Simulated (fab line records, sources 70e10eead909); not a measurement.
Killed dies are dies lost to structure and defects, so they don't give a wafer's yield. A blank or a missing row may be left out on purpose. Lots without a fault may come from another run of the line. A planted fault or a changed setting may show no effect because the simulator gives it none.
fab line records | flow nand_harc
record lots=6 wafers=16 last_day=24
route steps=1159 shown A_SOURCE_PLATE@418 A_ONON_D1@424 END@1159
lots that met no fault: from a run of the same line without faults
start_h: hours from the record's first day to the start of the lot's first wafer shown | wait_h: hours since the lot's step before | " the same as in the row above | L1.1+2: a row that stands for several wafers | - no value, or no start given | * or withheld: withheld | < > ~ a bound
route shown NAME@n: a module of which the file shows steps, and the number in the route of the first | usual: mean/standard deviation of fault-free wafers | same: alike in all rows | chamber/n: place in a boat | sites: the reading at each site | _std_site: their standard deviation | _edge_site: outer sites' mean less inner sites' | radius_mm: how far each site lies from the wafer's centre | mask NAME#n: copy n | behind: the tool/chamber that last shaped the wafer | hold: why the lot was held/for how many hours/how that ended | device: the transistor (n, p or np) that didn't switch | end of line: the same wafers' tests at the end of the route | a step without rows: its recipe alone | killed: dies lost to structure and defects at the first sort, not the wafer's yield | map: a wafer's dies, x killed, . not, _ none there
set.NAME: the setting as run; set.NAME@STEP: as run at that earlier step | model.NAME: the simulator's own value behind a step, which no gauge read
lots at some steps of the route; a table a step, a row a wafer
services: from which hour (start_h, from the record's first day; less than 0 if before it) a tool's chamber was out of use, for how many hours, and why
## steps
# step NHARC_A_SOURCE_PLATE_CVD_03
# recipe target_thk_a=2000 temp_c=620 pressure_mtorr=200 time_s=4000 material=poly-Si
# step NHARC_A_SOURCE_PLATE_ANNEAL_05
# recipe temp_c=850 time_s=1800
# step NHARC_A_SOURCE_PLATE_THK_MEAS_06
# recipe thk_meas_gauge=ellipsometry
# usual thk_nm=200.3/2.1
# columns lot.wafer tool chamber start_h wait_h thk_nm
L272.2 film_metro-01 - 181.25 0.4 199.3
L272.3 " - " " 197.9
L272.4 " - " " 199.7
L275.1 film_metro-01 - 205.83 0.4 198.6
L275.5 " - " " 196.7
L275.6 " - " " 199.3
L281.1 film_metro-02 - 251.35 0.4 195.8
L281.6 " - " " 197.8
L284.2 film_metro-01 - 262.42 0.4 201.8
L284.5 " - " " 202.2
L286.2 film_metro-01 - 276.39 0.4 202.4
L286.4 " - " " 197.4
L286.6 " - " " 195.4
L288.4 film_metro-01 - 280.02 0.4 199.8
L288.5 " - " " 199.3
L288.6 " - " " 201.2
# step NHARC_A_SOURCE_PLATE_INSPECT_08
# usual raw_defect_count=61/27
# columns lot.wafer tool chamber start_h wait_h raw_defect_count
L272.2 defect_inspect-02 - 181.32 0.0 87
L272.3 " - " " 101
L272.4 " - " " 113
L275.1 defect_inspect-01 - 205.94 0.0 73
L275.5 " - " " 96
L275.6 " - " " 130
L281.1 defect_inspect-01 - 251.41 0.0 90
L281.6 " - " " 33
L284.2 defect_inspect-01 - 262.48 0.0 43
L284.5 " - " " 60
L286.2 defect_inspect-01 - 276.46 0.0 86
L286.4 " - " " 69
L286.6 " - " " 94
L288.4 defect_inspect-02 - 280.13 0.0 106
L288.5 " - " " 58
L288.6 " - " " 51
# step NHARC_A_ONON_D1_DEP_00
# recipe target_thk_a=10000 n2_flow_sccm=2750 n2o_flow_sccm=2000 nh3_flow_sccm=500 sih4_flow_sccm=210 temp_c=400
# step NHARC_A_ONON_D1_THK_MEAS_02
# recipe thk_meas_gauge=ellipsometry
# usual thk_nm=1000/10
# columns lot.wafer tool chamber start_h wait_h thk_nm
L272.2 film_metro-02 - 181.89 - 1012
L272.3 " - " " 1014
L272.4 " - " " 1013
L275.1 film_metro-02 - 206.52 - 978
L275.5 " - " " 979
L275.6 " - " " 979
L281.1 film_metro-01 - 251.99 - 1010
L281.6 " - " " 1012
L284.2 film_metro-01 - 263.16 - 997
L284.5 " - " " 997
L286.2 film_metro-02 - 277.04 - 975
L286.4 " - " " 975
L286.6 " - " " 973
L288.4 film_metro-02 - 280.71 - 1003
L288.5 " - " " 1003
L288.6 " - " " 1002
# step NHARC_A_ONON_D1_DEP_03
# recipe target_thk_a=10000 n2_flow_sccm=2750 n2o_flow_sccm=2000 nh3_flow_sccm=500 sih4_flow_sccm=210 temp_c=400
# step NHARC_A_ONON_D1_THK_MEAS_05
# recipe thk_meas_gauge=ellipsometry
# usual thk_nm=1002/8.8
# columns lot.wafer tool chamber start_h wait_h thk_nm
L272.2 film_metro-01 - 182.45 - 1025
L272.3 " - " " 1024
L272.4 " - " " 1024
L275.1 film_metro-02 - 207.09 - 1009
L275.5 " - " " 1008
L275.6 " - " " 1007
L281.1 film_metro-01 - 252.55 - 999
L281.6 " - " " 998
L284.2 film_metro-02 - 263.73 - 999
L284.5 " - " " 1000
L286.2 film_metro-01 - 277.60 - 1001
L286.4 " - " " 1001
L286.6 " - " " 1001
L288.4 film_metro-01 - 281.28 - 1003
L288.5 " - " " 1003
L288.6 " - " " 1003
# step NHARC_A_ONON_D1_DEP_06
# recipe target_thk_a=10000 n2_flow_sccm=2750 n2o_flow_sccm=2000 nh3_flow_sccm=500 sih4_flow_sccm=210 temp_c=400
# step NHARC_A_ONON_D1_THK_MEAS_08
# recipe thk_meas_gauge=ellipsometry
# usual thk_nm=1001/7.6
# columns lot.wafer tool chamber start_h wait_h thk_nm
L272.2 film_metro-02 - 183.02 - 1012
L272.3 " - " " 1011
L272.4 " - " " 1010
L275.1 film_metro-01 - 207.68 - 1006
L275.5 " - " " 1006
L275.6 " - " " 1006
L281.1 film_metro-02 - 253.12 - 1007
L281.6 " - " " 1007
L284.2 film_metro-02 - 264.30 - 997
L284.5 " - " " 996
L286.2 film_metro-01 - 278.17 - 985
L286.4 " - " " 986
L286.6 " - " " 984
L288.4 film_metro-01 - 281.84 - 1002
L288.5 " - " " 1003
L288.6 " - " " 1002
# step NHARC_A_ONON_D1_DEP_09
# recipe target_thk_a=10000 n2_flow_sccm=2750 n2o_flow_sccm=2000 nh3_flow_sccm=500 sih4_flow_sccm=210 temp_c=400
# usual n2o_flow_sccm=1999/5.7
# columns lot.wafer tool chamber start_h wait_h n2o_flow_sccm
L272.2 pecvd_onon-02 0 183.16 0.1 1994
L272.3 " 0 " " 2000
L272.4 " 0 " " 1995
L275.1 pecvd_onon-04 0 207.74 0.1 1996
L275.5 " 0 " " 1995
L275.6 " 0 " " 1998
L281.1 pecvd_onon-04 0 253.18 0.1 1994
L281.6 " 0 " " 1993
L284.2 pecvd_onon-04 0 264.41 0.1 1996
L284.5 " 0 " " 2000
L286.2 pecvd_onon-02 0 278.28 0.1 2001
L286.4 " 0 " " 2000
L286.6 " 0 " " 2002
L288.4 pecvd_onon-02 0 282.07 0.2 1997
L288.5 " 0 " " 1996
L288.6 " 0 " " 1998
# step NHARC_A_ONON_D1_THK_MEAS_11
# recipe thk_meas_gauge=ellipsometry
# usual thk_nm=1002/8.2
# columns lot.wafer tool chamber start_h wait_h thk_nm
L272.2 film_metro-01 - 183.64 - 1008
L272.3 " - " " 1008
L272.4 " - " " 1008
L275.1 film_metro-02 - 208.25 - 1001
L275.5 " - " " 1001
L275.6 " - " " 1001
L281.1 film_metro-02 - 253.69 - 985
L281.6 " - " " 666
L284.2 film_metro-02 - 264.87 - 1011
L284.5 " - " " 689
L286.2 film_metro-01 - 278.73 - 1008
L286.4 " - " " 1008
L286.6 " - " " 1009
L288.4 film_metro-01 - 282.41 - 1023
L288.5 " - " " 1024
L288.6 " - " " 1022
# step NHARC_A_ONON_D1_DEP_12
# recipe target_thk_a=10000 n2_flow_sccm=2750 n2o_flow_sccm=2000 nh3_flow_sccm=500 sih4_flow_sccm=210 temp_c=400
# step NHARC_END_SORT_01
# recipe temp_c=25
# usual killed_at_array=24/7.4 killed_at_other=0.5/0.81 killed_at_periphery=3.4/2.3 killed_dies=28/8 killed_open=3.4/1.8 killed_short=2.0/1.4
# same gross_dies=677
# columns lot.wafer tool chamber start_h wait_h killed_at_array killed_at_other killed_at_periphery killed_dies killed_open killed_short
L281.6 prober-01 0 549.98 3.9 674 0 3 677 4 0
L284.5 prober-02 0 559.02 3.7 670 1 6 677 5 2
# killed by level:class
L281.6 A_ONON_D1:area_dep=650 A_CHANNEL_HOLE_D1:chamber_film_flake=9 A_STAIRCASE:chamber_film_flake=5 A_CONTACT:chamber_film_flake=4 A_CONTACT:geometric_particle:open=3 A_CHANNEL_FILL_D1:chamber_film_flake=3 P_GATE:chamber_film_flake=2 P_M1:geometric_particle:open=1
L284.5 A_ONON_D1:area_dep=646 A_CHANNEL_HOLE_D1:chamber_film_flake=11 A_STAIRCASE:chamber_film_flake=6 P_GATE:chamber_film_flake=5 A_CONTACT:chamber_film_flake=2 P_M0:geometric_particle:open=1 A_CHANNEL_HOLE_D1:geometric_particle:short=1 A_CHANNEL_FILL_D1:geometric_particle:open=1
# map L281.6 (x killed, . not)
____________x____________
_________xxxxxxx_________
_______xxxxxxxxxxx_______
______xxxxxxxxxxxxx______
_____xxxxxxxxxxxxxxx_____
____xxxxxxxxxxxxxxxxx____
____xxxxxxxxxxxxxxxxx____
___xxxxxxxxxxxxxxxxxxx___
___xxxxxxxxxxxxxxxxxxx___
__xxxxxxxxxxxxxxxxxxxxx__
__xxxxxxxxxxxxxxxxxxxxx__
_xxxxxxxxxxxxxxxxxxxxxxx_
_xxxxxxxxxxxxxxxxxxxxxxx_
_xxxxxxxxxxxxxxxxxxxxxxx_
_xxxxxxxxxxxxxxxxxxxxxxx_
_xxxxxxxxxxxxxxxxxxxxxxx_
xxxxxxxxxxxxxxxxxxxxxxxxx
xxxxxxxxxxxxxxxxxxxxxxxxx
xxxxxxxxxxxxxxxxxxxxxxxxx
xxxxxxxxxxxxxxxxxxxxxxxxx
xxxxxxxxxxxxxxxxxxxxxxxxx
_xxxxxxxxxxxxxxxxxxxxxxx_
_xxxxxxxxxxxxxxxxxxxxxxx_
_xxxxxxxxxxxxxxxxxxxxxxx_
_xxxxxxxxxxxxxxxxxxxxxxx_
_xxxxxxxxxxxxxxxxxxxxxxx_
__xxxxxxxxxxxxxxxxxxxxx__
__xxxxxxxxxxxxxxxxxxxxx__
___xxxxxxxxxxxxxxxxxxx___
___xxxxxxxxxxxxxxxxxxx___
____xxxxxxxxxxxxxxxxx____
____xxxxxxxxxxxxxxxxx____
_____xxxxxxxxxxxxxxx_____
______xxxxxxxxxxxxx______
_______xxxxxxxxxxx_______
_________xxxxxxx_________
____________x____________
# map L284.5 (x killed, . not)
____________x____________
_________xxxxxxx_________
_______xxxxxxxxxxx_______
______xxxxxxxxxxxxx______
_____xxxxxxxxxxxxxxx_____
____xxxxxxxxxxxxxxxxx____
____xxxxxxxxxxxxxxxxx____
___xxxxxxxxxxxxxxxxxxx___
___xxxxxxxxxxxxxxxxxxx___
__xxxxxxxxxxxxxxxxxxxxx__
__xxxxxxxxxxxxxxxxxxxxx__
_xxxxxxxxxxxxxxxxxxxxxxx_
_xxxxxxxxxxxxxxxxxxxxxxx_
_xxxxxxxxxxxxxxxxxxxxxxx_
_xxxxxxxxxxxxxxxxxxxxxxx_
_xxxxxxxxxxxxxxxxxxxxxxx_
xxxxxxxxxxxxxxxxxxxxxxxxx
xxxxxxxxxxxxxxxxxxxxxxxxx
xxxxxxxxxxxxxxxxxxxxxxxxx
xxxxxxxxxxxxxxxxxxxxxxxxx
xxxxxxxxxxxxxxxxxxxxxxxxx
_xxxxxxxxxxxxxxxxxxxxxxx_
_xxxxxxxxxxxxxxxxxxxxxxx_
_xxxxxxxxxxxxxxxxxxxxxxx_
_xxxxxxxxxxxxxxxxxxxxxxx_
_xxxxxxxxxxxxxxxxxxxxxxx_
__xxxxxxxxxxxxxxxxxxxxx__
__xxxxxxxxxxxxxxxxxxxxx__
___xxxxxxxxxxxxxxxxxxx___
___xxxxxxxxxxxxxxxxxxx___
____xxxxxxxxxxxxxxxxx____
____xxxxxxxxxxxxxxxxx____
_____xxxxxxxxxxxxxxx_____
______xxxxxxxxxxxxx______
_______xxxxxxxxxxx_______
_________xxxxxxx_________
____________x____________
## services
# columns tool chamber start_h hours kind
pecvd_onon-04 - 237.01 13.0 pm
pecvd_onon-02 - 272.42 1.3 repair
## key
first_sign step=NHARC_A_ONON_D1_THK_MEAS_11 reading=thk_nm direction=down sigmas=40 usual=1002 struck=677
effect step=NHARC_END_SORT_01 reading=killed_at_array direction=up sigmas=87 usual=24 struck=672
more_kills_born_at NHARC_A_ONON_D1_DEP_09@pecvd_onon-04=1296
met_at NHARC_A_ONON_D1_DEP_09
struck_wafers L281.6,L284.5
later_rows_left_out L281.6,L284.5
tester_left_out L281,L284
onset_between 207.74 253.18
fault kind=process_parameter_drift tool=pecvd_onon-04 chamber=- onset_h=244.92 steps=NHARC_A_ONON_D1_DEP_09 channel=target_thk_a offset=* shape=step end_h=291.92 scope=struck_wafers_only acts_in=* stated=*
# tester_left_out: of these lots the tester's yield and bins aren't shown, on N5 and GAA mostly nor the transistor test; their killed dies are dies lost to structure and defects alone, not to doping, threshold or leakage, so they don't give the yield
# later_rows_left_out: the simulator's readings of these wafers behind a module that went badly wrong aren't trusted and aren't shown, but for the sort
